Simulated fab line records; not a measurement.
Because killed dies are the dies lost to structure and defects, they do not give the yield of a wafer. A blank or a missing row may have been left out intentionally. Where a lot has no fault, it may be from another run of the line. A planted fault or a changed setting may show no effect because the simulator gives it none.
Matching of chambers :: flow nand harc :: 3 sister chambers for NHARC_A_CONTACT_DEP_29 on pecvd-03
The step deposits SiON, target thk 100 nm. 18 wafers are shown with their chamber, then 9 later ones without.

## WAFERS PAIRED WITH THEIR CHAMBERS
wafer: L074.1
chamber: 0
showerhead vpp V (V): 1049
heater power w (W): 800

wafer: L074.4
chamber: 2
showerhead vpp V (V): 1095
heater power w (W): 716

wafer: L074.5
chamber: 1
showerhead vpp V (V): 1273
heater power w (W): 998

wafer: L077.1
chamber: 0
showerhead vpp V (V): 1056
heater power w (W): 706

wafer: L077.3
chamber: 2
showerhead vpp V (V): 1104
heater power w (W): 653

wafer: L077.4
chamber: 1
showerhead vpp V (V): 1260
heater power w (W): 961

wafer: L081.2
chamber: 1
showerhead vpp V (V): 1287
heater power w (W): 854

wafer: L081.3
chamber: 2
showerhead vpp V (V): 1102
heater power w (W): 780

wafer: L081.6
chamber: 1
showerhead vpp V (V): 1271
heater power w (W): 881

wafer: L086.2
chamber: 2
showerhead vpp V (V): 1117
heater power w (W): 752

wafer: L086.4
chamber: 1
showerhead vpp V (V): 1278
heater power w (W): 897

wafer: L086.6
chamber: 2
showerhead vpp V (V): 1099
heater power w (W): 753

wafer: L089.2
chamber: 1
showerhead vpp V (V): 1261
heater power w (W): 908

wafer: L089.3
chamber: 2
showerhead vpp V (V): 1091
heater power w (W): 843

wafer: L089.4
chamber: 1
showerhead vpp V (V): 1266
heater power w (W): 738

wafer: L091.2
chamber: 2
showerhead vpp V (V): 1111
heater power w (W): 830

wafer: L091.3
chamber: 1
showerhead vpp V (V): 1268
heater power w (W): 781

wafer: L091.6
chamber: 1
showerhead vpp V (V): 1260
heater power w (W): 783

SIGNATURES (means of the wafers above)
reading: showerhead vpp V
chamber 0: 1052.50
chamber 1: 1269.33
chamber 2: 1102.71
scatter within a chamber: 8.83

reading: heater power w
chamber 0: 753.00
chamber 1: 866.78
chamber 2: 761.00
scatter within a chamber: 77.5
Rule: for a wafer and a chamber, the distance is found by dividing, reading by reading, the gap between the wafer's reading and the chamber's mean by the reading's scatter, squaring, summing and taking the root. If the next closest chamber is less than 2 further off than the closest, the wafer can't be placed; otherwise it belongs to the closest. The scatter: take each reading less its chamber's mean, square it, sum over the shown wafers, divide by the number of wafers less the number of chambers, and take the root.

## WAFERS WHOSE CHAMBER IS MISSING
wafer: L092.3
showerhead vpp V (V): 1266
heater power w (W): 883

wafer: L092.5
showerhead vpp V (V): 1275
heater power w (W): 891

wafer: L092.6
showerhead vpp V (V): 1043
heater power w (W): 745

wafer: L094.4
showerhead vpp V (V): 1048
heater power w (W): 781

wafer: L094.5
showerhead vpp V (V): 1100
heater power w (W): 676

wafer: L094.6
showerhead vpp V (V): 1267
heater power w (W): 868

wafer: L096.1
showerhead vpp V (V): 1046
heater power w (W): 714

wafer: L096.2
showerhead vpp V (V): 1095
heater power w (W): 849

wafer: L096.6
showerhead vpp V (V): 1043
heater power w (W): 710

## THE CHAMBER EACH PASSED THROUGH
wafer: L092.3
from the rows above: 1
in truth: 1

wafer: L092.5
from the rows above: 1
in truth: 1

wafer: L092.6
from the rows above: 0
in truth: 0

wafer: L094.4
from the rows above: 0
in truth: 0

wafer: L094.5
from the rows above: 2
in truth: 2

wafer: L094.6
from the rows above: 1
in truth: 1

wafer: L096.1
from the rows above: 0
in truth: 0

wafer: L096.2
from the rows above: 2
in truth: 2

wafer: L096.6
from the rows above: 0
in truth: 0
Correct placement for 9 of the 9. Can't be placed from these rows: 0. 0 placed wrongly.
